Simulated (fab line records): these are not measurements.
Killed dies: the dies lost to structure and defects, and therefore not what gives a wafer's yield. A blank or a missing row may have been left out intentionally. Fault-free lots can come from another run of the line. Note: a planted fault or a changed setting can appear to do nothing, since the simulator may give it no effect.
fab line records -- flow n5_finfet
record: lots: 4, wafers: 12, last_day: 17
route steps=1938 shown MOL_CONTACT_COAG@623 BEOL_M0_SAQP@632 BEOL_M4@1111 PASSIVATION@1936
lots untouched by any fault: they come from a run of this same line in which no faults occurred
start_h: the number of hours between the record's first day and the start of the first shown wafer of the lot -- wait_h: hours since the lot's step before -- " same as the row above -- L1.1+2: a single row standing in for several wafers -- - no value, or no start given -- * or withheld: withheld -- < > ~ a bound
route shown NAME@n: a module of which the file shows steps, and the number in the route of the first -- usual: mean and standard deviation over wafers with no fault -- same: alike in all rows -- chamber/n: place in a boat -- sites: the reading at each site -- _std_site: standard deviation of those values -- _edge_site: mean of outer sites minus mean of inner sites -- radius_mm: how far each site lies from the wafer's centre -- mask NAME#n: copy n -- behind: tool/chamber where the wafer was last shaped -- hold: reason for holding the lot/hours on hold/outcome of the hold -- device: the n, p or np transistor that did not switch -- end of line: tests of these same wafers at the route's end -- where a step has no rows: the recipe by itself -- killed: the dies lost at the first sort to structure and to defects; this is not the yield of the wafer -- map: a wafer's dies, marking killed ones x, the rest . and places with no die _
set.NAME: the setting as run; set.NAME@STEP: as run at that earlier step -- model.NAME: the simulator's own value behind a step, which no gauge read
lots at selected steps of the route; one table per step, one row per wafer
== steps ==
step: N5_MOL_CONTACT_COAG_PRE_CLEAN_121
recipe: gas: H2/He, time_s: *, temp_c: withheld
step: N5_MOL_CONTACT_COAG_CVD_140
recipe: material: W, target_thk_a: 665, mode: selective_fill, temp_c: 300, time_s: 215
step: N5_MOL_CONTACT_COAG_PRECLEAN_127
recipe: chemistry: DIW, time_s: 57.5, temp_c: 23
step: N5_MOL_CONTACT_COAG_SRD_128
recipe: dry_time_s: 32, dry: n2_spin, spin_rpm: 1500
step: N5_MOL_CONTACT_COAG_CMP_52
recipe: stop_on: SiO2, t_overpolish_s: 1.5, post_cmp_clean: w_dilute_nh4oh, down_force_psi: 4, platen_rpm: 50.289, pad_velocity_m_s: 1.0006, target_thk_nm: 66.5
step: N5_MOL_CONTACT_COAG_ANNEAL_112
recipe: temp_c: 400, time_s: 1800, ambient: HPD2, pressure_atm: 10
step: N5_BEOL_M0_SAQP_PECVD_00
recipe: material: SiCN, target_thk_a: 80, temp_c: withheld, precursor: 3MS/NH3, pressure_torr: 3, rf_w: 202, time_s: 14
step: N5_BEOL_M0_SAQP_ILD_DEP_01
recipe: material: SiOC, target_thk_a: 454.19, temp_c: 350, precursor: DEMS/O2, pressure_torr: 5, rf_w: 500, time_s: 8.7
step: N5_BEOL_M0_SAQP_HM_DEP_02
recipe: material: TiN, target_thk_a: 120, temp_c: 25, chamber_pressure_pa: 0.49996
usual: substrate_temp_c: 25.01/0.11, susceptor_temp_C: 25.00/0.1, throttle_valve_pct: 30.1/1.2
lot.wafer,tool,chamber,start_h,wait_h,substrate_temp_c,susceptor_temp_C,throttle_valve_pct,model.TiN_of_BEOL_M0_SAQP_HM_DEP_02.thk_nm
L125.2,pvd_sputter-01,-,117.45,2.3,25.02,24.88,30.1,12
L125.3,pvd_sputter-01,-,117.45,2.3,25.14,25.03,29.0,12
L125.6,pvd_sputter-01,-,117.45,2.3,24.98,24.91,29.1,12
L136.2,pvd_sputter-01,-,180.36,0.9,24.96,24.93,30.7,12
L136.3,pvd_sputter-01,-,180.36,0.9,25.10,25.04,30.3,12
L136.6,pvd_sputter-01,-,180.36,0.9,25.00,25.03,29.0,20
L138.3,pvd_sputter-01,-,191.96,0.5,25.12,25.02,27.7,11.8
L138.4,pvd_sputter-01,-,191.96,0.5,25.01,25.02,28.9,19.8
L138.6,pvd_sputter-01,-,191.96,0.5,25.16,25.00,28.9,20
L141.1,pvd_sputter-02,-,206.20,1.1,24.98,25.10,29.4,11.8
L141.2,pvd_sputter-02,-,206.20,1.1,24.90,25.11,29.2,11.8
L141.6,pvd_sputter-02,-,206.20,1.1,25.07,25.34,29.0,12
step: N5_BEOL_M0_SAQP_PECVD_03
recipe: material: SiCN, target_thk_a: 120, temp_c: withheld, precursor: 3MS/NH3, pressure_torr: 3, rf_w: 202, time_s: 21.1
step: N5_BEOL_M0_SAQP_PECVD_96
recipe: material: a-Si, target_thk_a: 450, temp_c: 350, precursor: SiH4/He, pressure_torr: 3, rf_w: 100, time_s: 45.2
step: N5_BEOL_M0_SAQP_PECVD_97
recipe: material: SiNx, target_thk_a: 230, temp_c: 350, precursor: SiH4/NH3/N2, pressure_torr: 1.5, rf_w: 300, time_s: 19.9
step: N5_BEOL_M0_SAQP_PECVD_04
recipe: material: a-Si, target_thk_a: 600, temp_c: 350, precursor: SiH4/He, pressure_torr: 3, rf_w: 100, time_s: 60.2
step: N5_BEOL_M0_SAQP_HM_DEP_111
recipe: material: SiO2, target_thk_a: 120, temp_c: 400, precursor: SiH4/N2O, pressure_torr: 0.75, rf_w: 275, time_s: 7.2
step: N5_BEOL_M0_SAQP_COAT_81
recipe: resist: SOC, temp_c: 250, time_s: 60, spin_rpm: 1500, resist_thk_nm: 100
step: N5_BEOL_M0_SAQP_COAT_82
recipe: resist: SiARC, temp_c: 220, time_s: 60, spin_rpm: 1500, resist_thk_nm: 30
step: N5_BEOL_M0_SAQP_COAT_08
recipe: resist: CAR-ArF, spin_rpm: 1500, resist_thk_nm: 90
step: N5_BEOL_M0_SAQP_EBR_10
recipe: solvent: PGMEA, ebr_width_mm: 1.5
step: N5_BEOL_M0_SAQP_SOFTBAKE_09
recipe: temp_c: 110, time_s: 60, resist: CAR-ArF
step: N5_BEOL_M0_SAQP_EXPOSE_11
recipe: mask_id: M0_CORE, na: 1.35, source_shape: dipole, sigma_inner: 0.538, sigma_outer: 0.738, polarization: te, target_cd_nm: 42, dose_mj: 55
step: N5_BEOL_M0_SAQP_PEB_12
recipe: peb_temp_c: withheld, peb_time_s: 60, resist: CAR-ArF
step: N5_BEOL_M0_SAQP_DEVELOP_13
recipe: develop_time_s: 30, developer: TMAH, resist: CAR-ArF, dev_temp_c: 23, rinse_liquid: diw, dry: air_spin
step: N5_BEOL_M0_SAQP_DESCUM_19
recipe: chemistry: O2, time_s: 7.9, source_power_w: 50, bias_power_w: 20, pressure_mtorr: 20, rf_frequency_hz: 2.712e+07, temp_c: 40, resist: CAR-ArF, o2_flow_sccm: 225
step: N5_BEOL_M0_SAQP_ETCH_83
recipe: chemistry: CF4, target: SiARC, target_depth_a: 390, mask_material: CAR-ArF, time_s: 65, ion_energy_ev: 80, pressure_mtorr: 40, source_w: 545, bias_w: 36, Ar_flow_sccm: 100, cf4_flow_sccm: 100, ends: cleared
step: N5_BEOL_M0_SAQP_ETCH_84
recipe: chemistry: N2/H2, target: SOC, target_depth_a: 1000, overetch_a: 200, mask_material: SiARC, temp_c: 40, time_s: 150, ion_energy_ev: 200, pressure_mtorr: 30, source_w: 840, bias_w: 150, n2_flow_sccm: 200, h2_flow_sccm: 200
step: N5_BEOL_M0_SAQP_STRIP_80
recipe: chemistry: N2/H2, temp_c: 40, n2_flow_sccm: 200, h2_flow_sccm: 200, rf_frequency_hz: 6e+07
step: N5_BEOL_M0_SAQP_HM_OPEN_112
recipe: chemistry: CHF3/O2, target: SiO2, stop_on: a-Si, target_depth_a: 120, over_etch_frac: 1.25, mask_material: SOC, time_s: 13.5, pressure_mtorr: 30, source_w: 650, bias_w: 170, Ar_flow_sccm: 200, CHF3_flow_sccm: 50, O2_flow_sccm: 5, ion_energy_ev: 200, ends: end_point
step: N5_BEOL_M0_SAQP_STRIP_113
recipe: chemistry: CHF3/O2, resist: SiARC, rf_frequency_hz: 6e+07
step: N5_BEOL_M0_SAQP_MANDREL_ETCH_20
recipe: target_depth_a: 600, chemistry: HBr/Cl2, target: a-Si, stop_on: SiNx, bt_time_s: 10, mask_material: SOC, over_etch_frac: 0.5, time_s: 30, pressure_mtorr: 10, icp_w: 800, bias_w: 75, HBr_flow_sccm: 150, Cl2_flow_sccm: 80, ends: end_point
step: N5_BEOL_M0_SAQP_STRIP_86
recipe: chemistry: N2/H2, power_w: 500, temp_c: 40, pressure_mtorr: 50, rf_frequency_hz: 6e+07, overash_fraction: 0.3, bias_power_w: 28, h2_frac: 0.5, n2_flow_sccm: 300, h2_flow_sccm: 300
step: N5_BEOL_M0_SAQP_STRIP_115
recipe: chemistry: post_etch_residue_remover, time_s: 60, temp_c: 25, remover_ph: withheld, remover_water_wt_pct: withheld, remover_fluoride_wt_pct: withheld
step: N5_BEOL_M0_SAQP_SRD_93
recipe: dry: ipa_marangoni, time_s: 30, temp_c: 23, rinse_liquid: diw
step: N5_BEOL_M0_SAQP_RECESS_114
recipe: chemistry: HF/NH3, target: SiO2, target_depth_a: 144, afs_cycles: 3, temp_c: 30, sublimation_temp_c: 180, sublimation_time_s: 60
step: N5_BEOL_M0_SAQP_SPACER1_ALD_98
recipe: material: SiO2, target_thk_a: 128, temp_c: 300, ald_precursor_family: BDEAS, ald_co_reactant: O2-plasma, pulse_time_s: 1, purge_time_s: 2, co_reactant_purge_time_s: 2, ald_cycles: 138, pressure_torr: 2
step: N5_BEOL_M4_RC_MEAS_101
usual: DIBL_N: 35.9/1.3, DIBL_P: 35.9/1.5, IOFF_N: 0.152/0.023, IOFF_P: 0.204/0.027, ION_N: 673/9.2, ION_P: 462/6.7, SS_N: 71.4/0.48, SS_P: 73.2/0.55, VT_N: 250.3/2.6, VT_P: -250.6/3
lot.wafer,tool,chamber,start_h,wait_h,DIBL_N[mV/V],DIBL_P[mV/V],IOFF_N[nA/um],IOFF_P[nA/um],ION_N[uA/um],ION_P[uA/um],SS_N[mV/dec],SS_P[mV/dec],VT_N[mV],VT_P[mV]
L125.2,prober-01,0,186.90,0.2,36.3,36.8,0.184,0.213,683,467,71.4,73.1,248.1,-252.1
L125.3,prober-01,0,186.90,0.2,36.2,37.6,0.185,0.225,687,459,70.6,73.6,247.5,-253.5
L125.6,prober-01,0,186.90,0.2,36.2,37.2,0.184,0.215,670,458,71.2,73.9,245.4,-253.0
L136.2,prober-01,0,249.32,0.2,33.1,32.3,0.133,0.194,660,466,71.9,73.0,252.7,-250.9
L136.3,prober-01,0,249.32,0.2,34.5,33.5,0.151,0.209,674,466,71.0,74.4,249.7,-248.4
L138.3,prober-01,0,272.24,0.3,35.4,38.1,0.178,0.250,681,473,71.2,73.3,247.2,-245.2
L141.1,prober-01,0,302.47,0.0,35.7,35.4,0.126,0.161,666,450,71.0,73.3,252.6,-252.7
L141.2,prober-01,0,302.47,0.0,37.3,37.8,0.156,0.186,678,459,70.8,72.8,248.4,-252.4
L141.6,prober-01,0,302.47,0.0,36.9,37.2,0.146,0.183,674,461,71.3,72.9,247.5,-251.7
step: N5_PASSIVATION_PROBE_49
usual: defect_limited_yield: 91.0/1.5, killed_at_M0_to_M3: 37/12, killed_at_M4_up: 13/5, killed_at_contacts: 13/6.1, killed_at_front_end: 39/11, killed_at_other: 4/3.2, killed_dies: 106/17, killed_on_rim: 13/4.2, killed_open: 69/12, killed_short: 35/7.9, sort_bin_5_function: 5.3/1, sort_bin_6_memory: 3.3/0.68, sort_n_pass: 1074/17, sort_yield_pct: 91.0/1.5
same: gross_dies: 1180, killed_at_back_side: 0, sort_bin_4_leakage[%]: 0, sort_bin_8_speed[%]: 0
lot.wafer,tool,chamber,start_h,wait_h,defect_limited_yield[%],killed_at_M0_to_M3,killed_at_M4_up,killed_at_contacts,killed_at_front_end,killed_at_other,killed_dies,killed_on_rim,killed_open,killed_short,sort_bin_5_function[%],sort_bin_6_memory[%],sort_n_pass,sort_yield_pct[%]
L136.6,prober-02,-,361.94,0.4,0,1105,9,20,46,0,1180,152,76,38,96.3,3.6,0,0
L138.3,prober-02,-,384.17,0.1,92.8,32,15,13,22,3,85,5,63,21,5.1,1.9,1095,92.8
L138.4,prober-02,-,384.22,0.2,0,1123,15,9,29,4,1180,152,47,44,96.8,2.9,0,0
L138.6,prober-02,-,384.32,0.3,0,1116,14,15,35,0,1180,152,64,30,96.6,3.2,0,0
killed by level:class
L136.6 BEOL_M0_SAQP:area_dep=1066 MOL_CONTACT_COAG:geometric_particle:open=14 FIN_SAQP:geometric_particle:open=13 BEOL_M1:geometric_particle:open=10 STI_FIN_REVEAL:geometric_particle:open=9 BEOL_M0_SAQP:geometric_particle:short=8 MOL_CONTACT_COAG:geometric_particle:short=6 BEOL_M1:geometric_particle:short=5
L138.3 MOL_CONTACT_COAG:geometric_particle:open=11 BEOL_M0_SAQP:geometric_particle:open=7 BEOL_M0:geometric_particle:open=6 BEOL_M3:geometric_particle:open=6 FIN_SAQP:geometric_particle:open=5 BEOL_M0_SAQP:geometric_particle:short=4 BEOL_M2:geometric_particle:open=4 BEOL_M4:geometric_particle:open=4
L138.4 BEOL_M0_SAQP:area_dep=1089 FIN_SAQP:geometric_particle:short=9 FIN_SAQP:geometric_particle:open=8 BEOL_M0_SAQP:geometric_particle:short=8 MOL_CONTACT_COAG:geometric_particle:open=7 BEOL_M3:geometric_particle:open=6 BEOL_M4:geometric_particle:open=6 BEOL_M2:geometric_particle:open=5
L138.6 BEOL_M0_SAQP:area_dep=1086 MOL_CONTACT_COAG:geometric_particle:open=11 GATE_CUT:geometric_particle:short=8 STI_FIN_REVEAL:geometric_particle:open=7 BEOL_M0_SAQP:geometric_particle:open=7 BEOL_M4:geometric_particle:open=7 BEOL_M0_SAQP:geometric_particle:short=6 BEOL_M3:geometric_particle:open=5
map L136.6 (x killed, . not)
_________________xxxxxxxxxxxx________________
______________xxxxxxxxxxxxxxxxxx_____________
___________xxxxxxxxxxxxxxxxxxxxxxxx__________
__________xxxxxxxxxxxxxxxxxxxxxxxxxx_________
________xxxxxxxxxxxxxxxxxxxxxxxxxxxxxx_______
_______xxxxxxxxxxxxxxxxxxxxxxxxxxxxxxxx______
______xxxxxxxxxxxxxxxxxxxxxxxxxxxxxxxxxx_____
_____xxxxxxxxxxxxxxxxxxxxxxxxxxxxxxxxxxxx____
____xxxxxxxxxxxxxxxxxxxxxxxxxxxxxxxxxxxxxx___
___xxxxxxxxxxxxxxxxxxxxxxxxxxxxxxxxxxxxxxxx__
___xxxxxxxxxxxxxxxxxxxxxxxxxxxxxxxxxxxxxxxx__
__xxxxxxxxxxxxxxxxxxxxxxxxxxxxxxxxxxxxxxxxxx_
__xxxxxxxxxxxxxxxxxxxxxxxxxxxxxxxxxxxxxxxxxx_
_xxxxxxxxxxxxxxxxxxxxxxxxxxxxxxxxxxxxxxxxxxxx
_xxxxxxxxxxxxxxxxxxxxxxxxxxxxxxxxxxxxxxxxxxxx
_xxxxxxxxxxxxxxxxxxxxxxxxxxxxxxxxxxxxxxxxxxxx
_xxxxxxxxxxxxxxxxxxxxxxxxxxxxxxxxxxxxxxxxxxxx
_xxxxxxxxxxxxxxxxxxxxxxxxxxxxxxxxxxxxxxxxxxxx
_xxxxxxxxxxxxxxxxxxxxxxxxxxxxxxxxxxxxxxxxxxxx
_xxxxxxxxxxxxxxxxxxxxxxxxxxxxxxxxxxxxxxxxxxxx
_xxxxxxxxxxxxxxxxxxxxxxxxxxxxxxxxxxxxxxxxxxxx
__xxxxxxxxxxxxxxxxxxxxxxxxxxxxxxxxxxxxxxxxxx_
__xxxxxxxxxxxxxxxxxxxxxxxxxxxxxxxxxxxxxxxxxx_
___xxxxxxxxxxxxxxxxxxxxxxxxxxxxxxxxxxxxxxxx__
___xxxxxxxxxxxxxxxxxxxxxxxxxxxxxxxxxxxxxxxx__
____xxxxxxxxxxxxxxxxxxxxxxxxxxxxxxxxxxxxxx___
_____xxxxxxxxxxxxxxxxxxxxxxxxxxxxxxxxxxxx____
______xxxxxxxxxxxxxxxxxxxxxxxxxxxxxxxxxx_____
_______xxxxxxxxxxxxxxxxxxxxxxxxxxxxxxxx______
________xxxxxxxxxxxxxxxxxxxxxxxxxxxxxx_______
__________xxxxxxxxxxxxxxxxxxxxxxxxxx_________
___________xxxxxxxxxxxxxxxxxxxxxxxx__________
______________xxxxxxxxxxxxxxxxxx_____________
_________________xxxxxxxxxxxx________________
map L138.4 (x killed, . not)
_________________xxxxxxxxxxxx________________
______________xxxxxxxxxxxxxxxxxx_____________
___________xxxxxxxxxxxxxxxxxxxxxxxx__________
__________xxxxxxxxxxxxxxxxxxxxxxxxxx_________
________xxxxxxxxxxxxxxxxxxxxxxxxxxxxxx_______
_______xxxxxxxxxxxxxxxxxxxxxxxxxxxxxxxx______
______xxxxxxxxxxxxxxxxxxxxxxxxxxxxxxxxxx_____
_____xxxxxxxxxxxxxxxxxxxxxxxxxxxxxxxxxxxx____
____xxxxxxxxxxxxxxxxxxxxxxxxxxxxxxxxxxxxxx___
___xxxxxxxxxxxxxxxxxxxxxxxxxxxxxxxxxxxxxxxx__
___xxxxxxxxxxxxxxxxxxxxxxxxxxxxxxxxxxxxxxxx__
__xxxxxxxxxxxxxxxxxxxxxxxxxxxxxxxxxxxxxxxxxx_
__xxxxxxxxxxxxxxxxxxxxxxxxxxxxxxxxxxxxxxxxxx_
_xxxxxxxxxxxxxxxxxxxxxxxxxxxxxxxxxxxxxxxxxxxx
_xxxxxxxxxxxxxxxxxxxxxxxxxxxxxxxxxxxxxxxxxxxx
_xxxxxxxxxxxxxxxxxxxxxxxxxxxxxxxxxxxxxxxxxxxx
_xxxxxxxxxxxxxxxxxxxxxxxxxxxxxxxxxxxxxxxxxxxx
_xxxxxxxxxxxxxxxxxxxxxxxxxxxxxxxxxxxxxxxxxxxx
_xxxxxxxxxxxxxxxxxxxxxxxxxxxxxxxxxxxxxxxxxxxx
_xxxxxxxxxxxxxxxxxxxxxxxxxxxxxxxxxxxxxxxxxxxx
_xxxxxxxxxxxxxxxxxxxxxxxxxxxxxxxxxxxxxxxxxxxx
__xxxxxxxxxxxxxxxxxxxxxxxxxxxxxxxxxxxxxxxxxx_
__xxxxxxxxxxxxxxxxxxxxxxxxxxxxxxxxxxxxxxxxxx_
___xxxxxxxxxxxxxxxxxxxxxxxxxxxxxxxxxxxxxxxx__
___xxxxxxxxxxxxxxxxxxxxxxxxxxxxxxxxxxxxxxxx__
____xxxxxxxxxxxxxxxxxxxxxxxxxxxxxxxxxxxxxx___
_____xxxxxxxxxxxxxxxxxxxxxxxxxxxxxxxxxxxx____
______xxxxxxxxxxxxxxxxxxxxxxxxxxxxxxxxxx_____
_______xxxxxxxxxxxxxxxxxxxxxxxxxxxxxxxx______
________xxxxxxxxxxxxxxxxxxxxxxxxxxxxxx_______
__________xxxxxxxxxxxxxxxxxxxxxxxxxx_________
___________xxxxxxxxxxxxxxxxxxxxxxxx__________
______________xxxxxxxxxxxxxxxxxx_____________
_________________xxxxxxxxxxxx________________
== key ==
first_sign: step: N5_PASSIVATION_PROBE_49, reading: sort_bin_5_function, direction: up, sigmas: 91, usual: 5.3, struck: 96.6
effect: step: N5_PASSIVATION_PROBE_49, reading: killed_at_M0_to_M3, direction: up, sigmas: 91, usual: 37, struck: 1115
model_effect: step: N5_BEOL_M0_SAQP_HM_DEP_02, value: TiN_of_BEOL_M0_SAQP_HM_DEP_02.thk_nm, without: 11.93, struck: 19.93
more_kills_born_at: N5_BEOL_M0_SAQP_HM_DEP_02@pvd_sputter-01: 3241
met_at N5_BEOL_M0_SAQP_HM_DEP_02
struck_wafers L136.6,L138.4,L138.6
later_rows_left_out L136.6,L138.4,L138.6
onset_between 117.45 180.36
fault: kind: process_parameter_drift, tool: pvd_sputter-01, chamber: -, onset_h: 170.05, steps: N5_BEOL_M0_SAQP_HM_DEP_02, channel: target_thk_a, offset: *, shape: step, end_h: 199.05, acts_in: *, stated: *, scope: struck_wafers_only
later_rows_left_out: the simulator's readings of these wafers behind a module that went badly wrong aren't trusted and aren't shown, but for the sort
